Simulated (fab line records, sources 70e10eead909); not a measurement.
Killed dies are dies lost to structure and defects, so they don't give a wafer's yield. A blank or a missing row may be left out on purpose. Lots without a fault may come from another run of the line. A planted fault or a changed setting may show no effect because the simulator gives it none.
Which tool did it? | flow nand_harc | 6 lots, 18 wafers sampled, at 5 steps of a route of 1302

WHAT THE GAUGES READ, wafer by wafer
NHARC_END_SORT_01.
lot  | measured     | on        | killed_at_array
L620 | day 31 04:21 | prober-02 | 105

WHICH TOOL RAN EACH LOT (tool, then ch and the chambers of the sampled wafers, then the start)
lot  | NHARC_A_STAIRCASE_DEP_280       | NHARC_A_STAIRCASE_HM_OPEN_460                 | NHARC_A_STAIRCASE_PEB_308         | NHARC_A_STAIRCASE_ETCH_313
L607 | pecvd-03 ch 0,1,2, day 17 13:49 | rie_diel-01 ch 0,3, day 17 19:31 or earlier   | litho_track-07 ch 0, day 17 19:31 | rie_diel-01 ch 1,2, day 17 19:55
L608 | pecvd-02 ch 0,1,2, day 18 13:26 | rie_diel-04 ch 1,2,3, day 19 02:56 or earlier | litho_track-05 ch 0, day 19 02:56 | rie_diel-04 ch 0,2,3, day 19 03:22
L610 | pecvd-03 ch 0,1, day 18 22:31   | rie_diel-01 ch 0,2,3, day 19 08:44 or earlier | litho_track-03 ch 0, day 19 08:44 | rie_diel-04 ch 0,2,3, day 19 09:08
L619 | pecvd-04 ch 1,2, day 22 19:36   | rie_diel-09 ch 0,3, day 23 02:18 or earlier   | litho_track-05 ch 0, day 23 02:18 | rie_diel-01 ch 0,1,2, day 23 02:43
L620 | pecvd-03 ch 0,1, day 23 07:18   | rie_diel-01 ch 0,1,2, day 23 15:50 or earlier | litho_track-07 ch 0, day 23 15:50 | rie_diel-04 ch 1,2,3, day 23 16:22
L626 | pecvd-04 ch 1,2, day 25 15:17   | rie_diel-09 ch 2,3, day 25 21:43 or earlier   | litho_track-07 ch 0, day 25 21:43 | rie_diel-01 ch 0,1,3, day 25 22:08
- NHARC_A_STAIRCASE_DEP_280: deposits SiON, target thk 30 nm.
- NHARC_A_STAIRCASE_HM_OPEN_460: chemistry O2/COS.
- NHARC_A_STAIRCASE_PEB_308: peb time 130 s.
- NHARC_A_STAIRCASE_ETCH_313: etches the open film in CF4/CHF3.

THE ANSWER, worked out from the rows above alone
Rule: what is usual is taken from the lots themselves. Put in order of their means at a reading, lots are off if they are a third of the lots or fewer, leave a main group of 4 or more, and stand apart from it by a gap of 3 or more times the standard deviation of the main group's means; of several such gaps the widest counts. A main group whose means are all the same, to the digits that the tables above print for the reading, isn't used. A lot without any number at a reading at which 4 lots or more have one is off too. The other lots that the step has rows for count as sound.
No lot is off at any reading shown: from this, nothing can be told.

WHAT THE SIMULATOR HAD PUT IN
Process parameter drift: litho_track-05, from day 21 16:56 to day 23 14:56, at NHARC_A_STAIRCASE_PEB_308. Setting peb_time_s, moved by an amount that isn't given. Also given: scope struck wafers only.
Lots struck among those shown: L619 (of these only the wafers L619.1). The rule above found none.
